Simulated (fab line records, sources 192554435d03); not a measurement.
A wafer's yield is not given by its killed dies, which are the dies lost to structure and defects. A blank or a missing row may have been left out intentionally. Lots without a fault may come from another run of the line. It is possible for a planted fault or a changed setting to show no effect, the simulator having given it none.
Matching of chambers -- flow n5 finfet -- rie diel-04 running N5_BEOL_M11_STRIP_67: 4 sister chambers
The step strips in CF4. 14 wafers are shown with their chamber, then 7 later ones without.

## WAFERS PAIRED WITH THEIR CHAMBERS
wafer,chamber,showerhead plenum p Torr (Torr),drypump motor current A (A),rf vpp V (V)
L075.1,2,1.83,5.8,271.7
L075.4,2,1.83,5.8,272.2
L075.5,1,1.75,5.7,269.9
L080.3,0,1.84,5.8,272.3
L080.5,3,1.71,6.4,269.8
L080.6,1,1.75,5.7,268.7
L086.1,3,1.70,6.5,269.3
L086.2,2,1.83,5.7,272.0
L086.3,0,1.84,5.8,272.4
L090.3,2,1.83,5.8,271.9
L090.5,2,1.83,5.8,272.8
L090.6,3,1.70,6.5,267.0
L088.2,3,1.70,6.5,270.6
L088.3,2,1.83,5.8,272.7

SIGNATURES, as means of the wafers listed above
reading,chamber 0,chamber 1,chamber 2,chamber 3,scatter within a chamber
showerhead plenum p Torr,1.8400,1.7500,1.8300,1.7025,0.00274
drypump motor current A,5.800,5.700,5.783,6.475,0.0398
rf vpp V,272.350,269.300,272.217,269.175,0.942
Rule: for a wafer and a chamber, the distance is found by dividing, reading by reading, the gap between the wafer's reading and the chamber's mean by the reading's scatter, squaring, summing and taking the root. If the next closest chamber is less than 2 further off than the closest, the wafer can't be placed; otherwise it belongs to the closest. The scatter: the root of (the sum of the squares of (reading less its chamber's mean) over the shown wafers, divided by (wafers less chambers)).

## WAFERS WITH NO CHAMBER GIVEN
wafer,showerhead plenum p Torr (Torr),drypump motor current A (A),rf vpp V (V)
L088.5,1.84,5.8,271.9
L092.2,1.84,5.8,271.7
L092.3,1.83,5.7,272.8
L092.5,1.83,5.8,272.6
L095.3,1.83,5.8,272.3
L095.4,1.74,5.7,269.6
L095.5,1.83,5.8,272.1

## THE CHAMBER EACH PASSED THROUGH
wafer,from the rows above,in truth
L088.5,0,0
L092.2,0,0
L092.3,2,2
L092.5,2,2
L095.3,2,2
L095.4,1,1
L095.5,2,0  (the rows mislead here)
Correctly placed: 6 of 7. From these rows, 0 cannot be placed. 1 placed wrongly.
